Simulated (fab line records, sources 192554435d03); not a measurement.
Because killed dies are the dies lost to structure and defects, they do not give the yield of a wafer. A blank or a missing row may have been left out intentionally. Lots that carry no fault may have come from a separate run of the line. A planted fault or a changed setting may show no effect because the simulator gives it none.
fab line records	flow n5Finfet
record lots=7	wafers=19	lastDay=18
route steps=1938 shown BEOL_M10@1490 BEOL_M15@1830
lots that met no fault: taken from a fault-free run of the same line
startH: start of the lot's first displayed wafer, in hours after the record's first day	waitH: hours from the lot's prior step to this one	" repeats the value in the row above	L1.1+2: one row covering several wafers at once	- no value, or no start given	* or withheld: withheld	< > ~ a bound
route shown NAME@n: NAME is a module with steps in the file, n the number in the route of the first one	usual: average and standard deviation across the fault-free wafers	same: alike in all rows	chamber/n: place in a boat	sites: each site's reading	_std_site: how widely they spread, as a standard deviation	_edge_site: mean of outer sites minus mean of inner sites	radiusMm: how far each site lies from the wafer's centre	mask NAME#n: copy n	behind: tool/chamber where the wafer was last shaped	hold: reason for holding the lot/hours on hold/outcome of the hold	device: names the non-switching transistor (n, p or np)	end of line: the route-end tests of the same wafers	a step given without rows: its recipe and nothing more	killed: at the first sort, the dies lost to defects and structure; wafer yield is something else	map: per-die view of a wafer (x killed, . not killed, _ where there is no die)
set.NAME: the run value of the setting; set.NAME@STEP: its run value at that earlier step	model.NAME: the simulator's own value behind a step, which no gauge read
one table for each step of the route and one row for each wafer, over a sample of lots
services: from which hour (startH, from the record's first day; less than 0 if before it) a tool's chamber was out of use, for how many hours, and why
## steps
# step N5_BEOL_M10_STRIP_67
# recipe chemistry=CF4	resist=SiARC	powerW=300	biasPowerW=75	pressureMtorr=50	cf4FlowSccm=150	rfFrequencyHz=6e+07
# usual drypumpMotorCurrentA=5.6/0.47	oesProductAu=0.79/0.082	rfVppV=270.7/1.7	showerheadPlenumPTorr=1.78/0.059	throttleValvePct=13.64/0.24
lot.wafer	tool	chamber	startH	waitH	drypumpMotorCurrentA	oesProductAu	rfHoursCounterH	rfVppV	showerheadPlenumPTorr	throttleValvePct
L845.1	rieDiel-01	0	227.72	0.0	5.5	0.77	112	270.7	1.74	13.72
L845.2	"	2	"	"	6.0	0.70	242	269.8	1.78	14.04
L845.6	"	1	"	"	5.9	0.72	-	268.5	1.71	13.64
L849.2	rieDiel-01	0	252.28	0.0	5.5	0.77	124	271.6	1.73	13.75
L849.5	"	3	"	"	5.1	0.93	-	272.2	1.84	13.18
L849.6	"	1	"	"	5.9	0.71	-	268.4	1.71	13.68
L850.1	rieDiel-05	1	267.75	0.0	5.0	0.82	88	270.7	1.81	13.58
L850.3	"	3	"	"	5.6	0.71	215	269.0	1.71	14.02
L850.5	"	0	"	"	5.0	0.69	-	272.4	1.84	14.07
L858.1	rieDiel-01	0	325.32	0.0	5.5	0.73	149	270.0	1.73	13.81
L858.4	"	3	"	"	5.1	0.87	32	272.4	1.84	13.26
L861.1	rieDiel-04	2	345.88	0.0	6.0	0.89	32	269.7	1.82	13.40
L861.2	"	1	"	"	5.6	0.75	177	268.6	1.72	13.60
L865.3	rieDiel-05	0	356.34	0.0	4.9	0.94	21	270.8	1.83	13.53
L865.4	"	1	"	"	5.0	0.77	-	271.3	1.80	13.65
L865.6	"	0	"	"	4.9	0.94	-	271.9	1.83	13.54
L868.3	rieDiel-05	1	380.22	0.0	5.0	0.78	133	271.0	1.80	13.67
L868.5	"	0	"	"	4.9	0.92	-	271.2	1.83	13.55
L868.6	"	1	"	"	5.0	0.77	-	270.9	1.80	13.70
# step N5_BEOL_M10_STRIP_36
# recipe chemistry=N2/H2	powerW=450	tempC=40	pressureMtorr=20	rfFrequencyHz=6e+07	overashFraction=0.3	biasPowerW=7	h2Frac=0.5	n2FlowSccm=200	h2FlowSccm=200
# usual drypumpMotorCurrentA=5.6/0.49	oesProductAu=0.80/0.099	rfVppV=59.0/1.9	showerheadPlenumPTorr=2.52/0.091	throttleValvePct=23.7/0.33
lot.wafer	tool	chamber	startH	waitH	drypumpMotorCurrentA	oesProductAu	rfHoursCounterH	rfVppV	showerheadPlenumPTorr	throttleValvePct
L845.1	rieDiel-01	2	229.78	0.0	6.0	0.70	243	57.0	2.50	23.9
L845.2	"	1	"	"	5.9	0.72	207	58.9	2.42	23.6
L845.6	"	0	"	"	5.5	0.78	-	61.0	2.44	24.1
L849.2	rieDiel-05	1	254.45	0.0	5.0	0.82	82	59.4	2.57	23.8
L849.5	"	1	"	"	5.0	0.82	-	60.5	2.57	23.7
L849.6	"	0	"	"	4.9	0.69	-	58.7	2.61	24.1
L850.1	rieDiel-05	3	269.74	0.0	5.6	0.70	215	58.6	2.41	24.2
L850.3	"	1	"	"	5.0	0.82	88	55.4	2.56	23.8
L850.5	"	1	"	"	5.0	0.82	-	60.0	2.56	23.8
L858.1	rieDiel-05	2	327.00	0.0	6.1	0.70	249	54.5	2.59	23.9
L858.4	"	1	"	"	5.0	0.80	111	57.9	2.55	23.8
L861.1	rieDiel-05	3	347.09	0.0	5.6	0.68	243	59.6	2.40	24.3
L861.2	"	0	"	"	4.9	0.95	17	59.9	2.60	23.6
L865.3	rieDiel-01	0	360.17	0.0	5.5	0.73	164	60.2	2.42	24.2
L865.4	"	3	"	"	5.1	0.86	-	58.0	2.57	23.2
L865.6	"	2	"	"	6.1	0.93	-	59.2	2.49	23.6
L868.3	rieDiel-01	2	382.21	0.0	6.1	0.91	42	59.2	2.48	23.6
L868.5	"	0	"	"	5.5	0.73	-	58.5	2.42	24.2
L868.6	"	1	"	"	5.9	0.98	-	59.2	2.72	23.4
# step N5_BEOL_M10_TRENCH_ETCH_37
# recipe chemistry=C4F6/O2	targetDepthA=1488.3	target=SiCOH_lowk	timeS=48	ionEnergyEv=250	pressureMtorr=30	sourceW=345	biasW=185	Ar_flow_sccm=300	C4F6_flow_sccm=10	O2_flow_sccm=10
# usual C4F6_flow_sccm=9.998/0.029	drypumpMotorCurrentA=5.6/0.49	oesProductAu=0.80/0.097	rfVppV=663/6.1	showerheadPlenumPTorr=2.83/0.099	throttleValvePct=21.00/0.23
lot.wafer	tool	chamber	startH	waitH	C4F6_flow_sccm	drypumpMotorCurrentA	oesProductAu	rfHoursCounterH	rfVppV	showerheadPlenumPTorr	throttleValvePct
L845.1	rieDiel-01	2	229.82	-	10.001	6.1	0.70	243	649	2.80	21.26
L845.2	"	1	"	"	9.999	5.9	0.72	207	661	2.71	20.89
L845.6	"	0	"	"	10.012	5.5	0.77	-	668	2.75	21.15
L849.2	rieDiel-05	1	254.49	-	9.990	5.0	0.82	82	663	2.88	20.99
L849.5	"	1	"	"	9.941	5.0	0.82	-	664	2.88	21.00
L849.6	"	0	"	"	9.971	4.9	0.69	-	674	2.91	21.35
L850.1	rieDiel-05	3	269.78	-	9.965	5.6	0.71	215	669	2.71	21.38
L850.3	"	1	"	"	10.006	5.0	0.82	88	663	2.88	21.01
L850.5	"	1	"	"	9.949	5.0	0.83	-	664	2.88	21.00
L858.1	rieDiel-05	2	327.04	-	9.961	6.1	0.89	249	670	2.91	21.31
L858.4	"	1	"	"	9.985	5.0	1.01	111	663	2.87	21.11
L861.1	rieDiel-05	3	347.13	-	10.027	5.6	0.87	243	669	2.70	21.48
L861.2	"	0	"	"	10.039	5.0	0.95	17	663	2.90	20.96
L865.3	rieDiel-01	0	360.21	-	10.009	5.5	0.73	164	667	2.73	21.22
L865.4	"	3	"	"	9.934	5.1	0.85	-	663	2.89	20.61
L865.6	"	2	"	"	10.029	6.1	0.91	-	650	2.79	20.95
L868.3	rieDiel-01	2	382.25	-	9.964	6.0	0.90	42	649	2.78	20.93
L868.5	"	0	"	"	10.053	5.5	0.72	-	668	2.72	21.22
L868.6	"	1	"	"	10.019	5.9	0.98	-	671	3.03	20.58
# step N5_BEOL_M10_OCD_MEAS_38
# usual trenchDepthNm=147.8/2
lot.wafer	tool	chamber	startH	waitH	trenchDepthNm
L845.1	ocd-02	-	230.00	-	146.5
L845.2	"	-	"	"	148.9
L845.6	"	-	"	"	149.8
L849.2	ocd-02	-	254.68	-	146.6
L849.5	"	-	"	"	145.6
L849.6	"	-	"	"	148.4
L850.1	ocd-01	-	269.96	-	147.6
L850.3	"	-	"	"	147.4
L850.5	"	-	"	"	149.7
L858.1	ocd-02	-	327.22	-	212.9
L858.4	"	-	"	"	212.3
L861.1	ocd-01	-	347.31	-	213.1
L861.2	"	-	"	"	148.1
L865.3	ocd-02	-	360.40	-	149.2
L865.4	"	-	"	"	149.7
L865.6	"	-	"	"	151.1
L868.3	ocd-02	-	382.43	-	151.9
L868.5	"	-	"	"	148.8
L868.6	"	-	"	"	151.5
# step N5_BEOL_M10_ALD_74
# recipe material=TaN	targetThkA=20	tempC=275	aldPrecursorFamily=PDMAT	aldCoReactant=NH3	pressureTorr=3	carrierFlowSccm=1500	pulseTimeS=2	purgeTimeS=3	coReactantPurgeTimeS=2	coReactantPulseTimeS=3	aldCycles=40	precursorVesselTempC=75	precursorVesselPressureTorr=26.25	precursorVesselCarrierSccm=1000
# usual chamberPressureTorr=3.000/0.0061	heaterPowerW=403/47
# same purgeTimeS=3
lot.wafer	tool	chamber	startH	waitH	chamberPressureTorr	heaterPowerW
L845.1	aldMetal-03	0	230.97	0.3	3.004	333
L845.2	"	1	"	"	3.003	392
L845.6	"	3	"	"	2.998	371
L849.2	aldMetal-03	2	255.59	0.3	3.006	516
L849.5	"	1	"	"	3.000	394
L849.6	"	2	"	"	3.004	507
L850.1	aldMetal-03	2	270.93	0.2	2.998	511
L850.3	"	1	"	"	3.007	387
L850.5	"	0	"	"	2.999	337
L858.1	aldMetal-03	0	327.96	0.0	3.005	326
L858.4	"	3	"	"	3.010	380
L861.1	aldMetal-04	3	348.03	0.1	3.001	350
L861.2	"	2	"	"	2.998	407
L865.3	aldMetal-04	3	361.13	0.1	3.000	369
L865.4	"	2	"	"	2.984	411
L865.6	"	0	"	"	3.002	423
L868.3	aldMetal-01	1	383.27	0.0	3.006	415
L868.5	"	3	"	"	3.009	429
L868.6	"	0	"	"	2.995	366
# step N5_BEOL_M10_THK_MEAS_53
# recipe thkMeasGauge=xrf	reads=Cu_of_BEOL_M10_ECD_50
# usual M10_THK=138.7/2.4
lot.wafer	tool	chamber	startH	waitH	M10_THK[nm]
L845.1	filmMetro-02	-	233.87	-	137.4
L845.2	"	-	"	"	140.2
L845.6	"	-	"	"	140.7
L849.2	filmMetro-02	-	258.62	-	134.7
L849.5	"	-	"	"	134.9
L849.6	"	-	"	"	135.6
L850.1	filmMetro-01	-	272.40	-	139.6
L850.3	"	-	"	"	137.1
L850.5	"	-	"	"	139.5
L858.1	filmMetro-02	-	329.92	-	203.4
L858.4	"	-	"	"	201.9
L861.1	filmMetro-02	-	350.66	-	203.6
L861.2	"	-	"	"	139.4
L865.3	filmMetro-01	-	363.86	-	142.7
L865.4	"	-	"	"	143.6
L865.6	"	-	"	"	142.3
L868.3	filmMetro-02	-	385.39	-	144.3
L868.5	"	-	"	"	139.8
L868.6	"	-	"	"	143.7
# step N5_BEOL_M10_RS_MEAS_57
# recipe thkMeasGauge=four-point-probe	reads=Cu_of_BEOL_M10_ECD_50+Co_of_BEOL_M10_CVD_75+TaN_of_BEOL_M10_ALD_74
# usual M10_RS=0.1521/0.0027
lot.wafer	tool	chamber	startH	waitH	M10_RS[ohm/sq]
L845.1	filmMetro-02	-	234.00	0.1	0.1518
L845.2	"	-	"	"	0.1484
L845.6	"	-	"	"	0.1495
L849.2	filmMetro-02	-	258.75	0.1	0.1554
L849.5	"	-	"	"	0.1559
L849.6	"	-	"	"	0.1556
L850.1	filmMetro-01	-	272.53	0.1	0.1503
L850.3	"	-	"	"	0.1532
L850.5	"	-	"	"	0.1499
L858.1	filmMetro-01	-	330.06	0.1	0.1003
L858.4	"	-	"	"	0.1011
L861.1	filmMetro-02	-	350.80	0.1	0.1005
L861.2	"	-	"	"	0.1519
L865.3	filmMetro-02	-	364.00	0.1	0.1474
L865.4	"	-	"	"	0.1461
L865.6	"	-	"	"	0.1477
L868.3	filmMetro-02	-	385.53	0.1	0.1475
L868.5	"	-	"	"	0.1521
L868.6	"	-	"	"	0.1482
# step N5_BEOL_M15_RC_MEAS_101
# usual COMB_M11=1.6e-11/3.1e-12	COMB_M12=7.4e-12/1.2e-12	COMB_M13=6.1e-12/1e-12	COMB_M14=4.7e-12/7.9e-13	COMB_M15=3.6e-12/6.1e-13	COMB_M5=3.8e-11/7.1e-12	COMB_M5_max_site=5.3e-11/1.1e-11	COMB_M6=2.7e-11/5.5e-12	COMB_M7=2.7e-11/4.9e-12	COMB_M8=2.5e-11/5.5e-12	COMB_M8_max_site=3.6e-11/8.4e-12	COMB_M9=1.56e-11/2.9e-12	SERP_M10=3.11/0.064	SERP_M10_max_site=3.20/0.072	SERP_M11=3.04/0.067	SERP_M12=0.634/0.016	SERP_M13=0.307/0.0062	SERP_M14=0.161/0.003	SERP_M5=38.3/1.3	SERP_M6=13.8/0.46	SERP_M7=13.8/0.36	SERP_M8=14.0/0.49	SERP_M8_max_site=14.5/0.56	SERP_M9=3.05/0.066
lot.wafer	tool	chamber	startH	waitH	COMB_M11[S/m]	COMB_M12[S/m]	COMB_M13[S/m]	COMB_M14[S/m]	COMB_M15[S/m]	COMB_M5[S/m]	COMB_M5_max_site[S/m]	COMB_M6[S/m]	COMB_M7[S/m]	COMB_M8[S/m]	COMB_M8_max_site[S/m]	COMB_M9[S/m]	SERP_M10[ohm/um]	SERP_M10_max_site[ohm/um]	SERP_M11[ohm/um]	SERP_M12[ohm/um]	SERP_M13[ohm/um]	SERP_M14[ohm/um]	SERP_M5[ohm/um]	SERP_M6[ohm/um]	SERP_M7[ohm/um]	SERP_M8[ohm/um]	SERP_M8_max_site[ohm/um]	SERP_M9[ohm/um]
L845.1	prober-02	0	268.70	0.0	2e-11	8.3e-12	8.5e-12	5e-12	3.7e-12	5.4e-11	6.4e-11	2.3e-11	2.2e-11	2.5e-11	4.6e-11	1.32e-11	3.01	3.09	3.09	0.632	0.312	0.158	39.1	14.7	14.1	13.7	14.7	3.01
L845.2	"	0	"	"	1.6e-11	6.3e-12	5.7e-12	5.1e-12	4.6e-12	4.1e-11	5.8e-11	2.6e-11	2.4e-11	2.7e-11	4.1e-11	1.23e-11	2.95	3.10	3.12	0.644	0.312	0.159	39.1	14.1	13.9	14.0	14.5	2.93
L845.6	"	0	"	"	1.8e-11	5.6e-12	5.1e-12	4.9e-12	3.3e-12	2.8e-11	4.1e-11	1.8e-11	3.3e-11	2.4e-11	3.6e-11	1.62e-11	3.00	3.20	2.99	0.629	0.300	0.157	38.8	14.2	13.4	14.2	14.9	2.97
L849.2	prober-02	0	299.92	0.3	1.2e-11	6.3e-12	7.2e-12	5.9e-12	4.2e-12	4.5e-11	5e-11	1.8e-11	3.4e-11	1.9e-11	2.6e-11	1.81e-11	3.12	3.33	3.01	0.656	0.309	0.163	39.6	14.2	14.0	13.8	14.1	2.96
L849.5	"	0	"	"	1.4e-11	8.2e-12	7.5e-12	6.7e-12	3.7e-12	4.2e-11	5.2e-11	3.2e-11	2.6e-11	2.9e-11	4.1e-11	1.38e-11	3.17	3.25	3.04	0.658	0.311	0.162	38.0	14.8	13.5	13.5	13.9	3.02
L849.6	"	0	"	"	1.1e-11	8.7e-12	6e-12	4.9e-12	4.3e-12	3.8e-11	4.8e-11	2.5e-11	3.3e-11	1.6e-11	2.2e-11	1.9e-11	3.22	3.34	3.06	0.636	0.316	0.162	37.6	14.5	13.4	13.9	14.2	3.12
L850.1	prober-02	0	309.90	0.0	1.7e-11	7.7e-12	7.8e-12	4.8e-12	4.7e-12	2.9e-11	4.4e-11	1.7e-11	2.5e-11	2.8e-11	3.7e-11	1.91e-11	3.05	3.15	3.07	0.659	0.316	0.160	38.3	14.1	13.4	14.7	15.3	3.08
L850.3	"	0	"	"	1.8e-11	8.4e-12	5.6e-12	5.1e-12	4.2e-12	2.5e-11	3.3e-11	2.2e-11	2.2e-11	2.8e-11	4.2e-11	1.81e-11	3.05	3.22	3.02	0.632	0.306	0.157	39.9	14.6	13.9	13.9	14.3	2.99
L850.5	"	0	"	"	2.1e-11	8.4e-12	7.9e-12	4.9e-12	3.9e-12	3.3e-11	4.5e-11	2.8e-11	2.8e-11	2.1e-11	2.8e-11	2.12e-11	3.01	3.14	3.05	0.647	0.311	0.158	37.9	14.8	13.3	13.9	14.6	3.05
L858.1	prober-02	0	362.65	0.0	1.4e-11	1.02e-11	6e-12	5.3e-12	4e-12	2.5e-11	4.5e-11	3.1e-11	3.3e-11	2.2e-11	3e-11	1.47e-11	2.05	2.11	3.04	0.641	0.306	0.160	37.1	13.9	14.1	13.9	14.9	3.16
L858.4	"	0	"	"	2.3e-11	8.2e-12	6.2e-12	5.5e-12	3.2e-12	3.5e-11	4.8e-11	2.4e-11	2e-11	2.3e-11	3e-11	1.51e-11	2.07	2.12	2.98	0.622	0.303	0.159	38.7	14.6	14.0	13.8	14.3	3.11
L861.1	prober-02	0	389.14	0.0	1.4e-11	7.2e-12	5.6e-12	4.8e-12	3.6e-12	3.8e-11	5.8e-11	3.1e-11	3.5e-11	2.3e-11	3.2e-11	1.69e-11	2.00	2.05	3.18	0.614	0.306	0.158	37.2	13.1	13.8	14.6	15.1	3.10
L861.2	"	0	"	"	1.6e-11	7.2e-12	5.3e-12	5.6e-12	4e-12	3.7e-11	5.3e-11	3.4e-11	2.9e-11	3.2e-11	3.7e-11	1.89e-11	3.02	3.18	3.04	0.624	0.307	0.158	37.0	13.5	13.7	14.0	14.5	2.97
L865.3	prober-02	0	400.59	0.3	2e-11	8.6e-12	6.3e-12	4.3e-12	4.2e-12	4e-11	4.7e-11	2.1e-11	3.4e-11	2.7e-11	4.1e-11	2.29e-11	3.03	3.09	3.12	0.626	0.314	0.159	38.5	13.1	13.9	14.2	15.1	3.02
L865.4	"	0	"	"	2.3e-11	7.2e-12	6.1e-12	4.8e-12	4.2e-12	2.7e-11	4.3e-11	2.3e-11	2.6e-11	2.3e-11	3.3e-11	1.66e-11	3.04	3.12	3.04	0.633	0.306	0.163	39.7	13.7	13.1	15.2	15.6	3.02
L865.6	"	0	"	"	2.3e-11	7.5e-12	6.6e-12	5e-12	4.7e-12	3.3e-11	4.6e-11	2.5e-11	2.7e-11	2.4e-11	2.9e-11	1.67e-11	3.04	3.10	3.03	0.599	0.307	0.160	37.5	13.4	13.3	14.1	14.6	3.01
L868.3	prober-01	0	412.84	0.3	1.9e-11	7.4e-12	5.8e-12	4.1e-12	3.2e-12	2.7e-11	3.7e-11	3.6e-11	3.3e-11	2.4e-11	3.3e-11	1.88e-11	3.02	3.15	3.13	0.641	0.308	0.162	38.8	13.7	13.9	13.8	14.4	3.16
L868.5	"	0	"	"	1.3e-11	6.6e-12	7.3e-12	4.1e-12	2.7e-12	3.7e-11	4.9e-11	2.9e-11	2.2e-11	1.9e-11	2.5e-11	1.59e-11	3.06	3.13	3.05	0.634	0.317	0.164	37.6	13.3	14.0	14.5	15.0	2.92
L868.6	"	0	"	"	1.9e-11	6.3e-12	5.9e-12	3.8e-12	2.4e-12	4.1e-11	5.4e-11	2.8e-11	2e-11	2.9e-11	3.3e-11	1.98e-11	3.07	3.20	3.10	0.643	0.316	0.161	40.2	13.4	13.9	14.0	14.6	3.11
# sites SERP_M10 radiusMm=0,75,75,75,75,140,140,140,140
L845.1 2.99 3.07 3.06 3.09 2.97 2.98 3.03 3.01 2.99
L849.2 3.02 3.05 3.10 3.12 3.08 3.19 3.33 3.31 3.13
L850.1 3.10 3.05 3.14 3.15 3.08 2.92 2.99 3.03 2.99
L858.1 2.10 2.07 2.11 2.04 2.06 1.95 2.05 1.98 2.03
L861.1 2.04 2.00 2.05 2.04 2.01 1.90 1.98 1.91 1.95
L865.3 2.96 2.96 3.03 3.00 3.07 3.02 3.09 3.03 3.08
L868.3 3.11 3.15 3.03 3.11 3.00 3.02 2.88 3.02 2.87
## services
tool	chamber	startH	hours	kind
rieDiel-01	3	224.60	-	clean
rieDiel-01	3	224.60	-	consumableReplace:focusRing
rieDiel-05	2	246.28	10.0	repair
rieDiel-05	2	270.02	3.1	repair
aldMetal-04	0	272.58	3.5	repair
rieDiel-05	0	277.14	-	clean
rieDiel-05	0	277.14	-	consumableReplace:esc
rieDiel-05	0	277.14	-	consumableReplace:focusRing
rieDiel-05	0	277.14	20.1	scheduledDown
rieDiel-05	0	277.14	20.1	ventCycle
aldMetal-01	3	278.97	5.3	repair
aldMetal-04	0	283.57	6.7	repair
aldMetal-04	-	318.50	6.0	pm
rieDiel-05	2	328.23	-	clean
rieDiel-05	2	328.23	-	consumableReplace:focusRing
rieDiel-05	2	328.23	30.7	scheduledDown
rieDiel-05	2	328.23	30.7	ventCycle
aldMetal-03	-	337.25	14.0	pm
rieDiel-05	3	362.79	-	clean
rieDiel-05	3	362.79	-	consumableReplace:focusRing
rieDiel-05	3	362.79	-	consumableReplace:showerhead
rieDiel-05	3	362.79	22.0	scheduledDown
rieDiel-05	3	362.79	22.0	ventCycle
rieDiel-04	2	363.48	6.0	repair
## key
firstSign step=N5_BEOL_M10_OCD_MEAS_38	reading=trenchDepthNm	direction=up	sigmas=33	usual=147.8	struck=212.8
effect step=N5_BEOL_M10_THK_MEAS_53	reading=M10_THK	direction=up	sigmas=27	usual=138.7	struck=203.0
effect step=N5_BEOL_M10_RS_MEAS_57	reading=M10_RS	direction=down	sigmas=19	usual=0.1521	struck=0.1006
effect step=N5_BEOL_M15_RC_MEAS_101	reading=SERP_M10	direction=down	sigmas=17	usual=3.11	struck=2.04
metAt N5_BEOL_M10_TRENCH_ETCH_37
struckLots L858,L861
struckWafers L858.1,L858.4,L861.1
notActingAt N5_BEOL_M10_STRIP_67,N5_BEOL_M10_STRIP_36,N5_BEOL_M10_ALD_74
onsetBetween 269.78 327.04
fault kind=processParameterDrift	tool=rieDiel-05	chamber=-	onsetH=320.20	steps=N5_BEOL_M10_TRENCH_ETCH_37	channel=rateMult	offset=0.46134	shape=step	endH=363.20	scope=struckWafersOnly
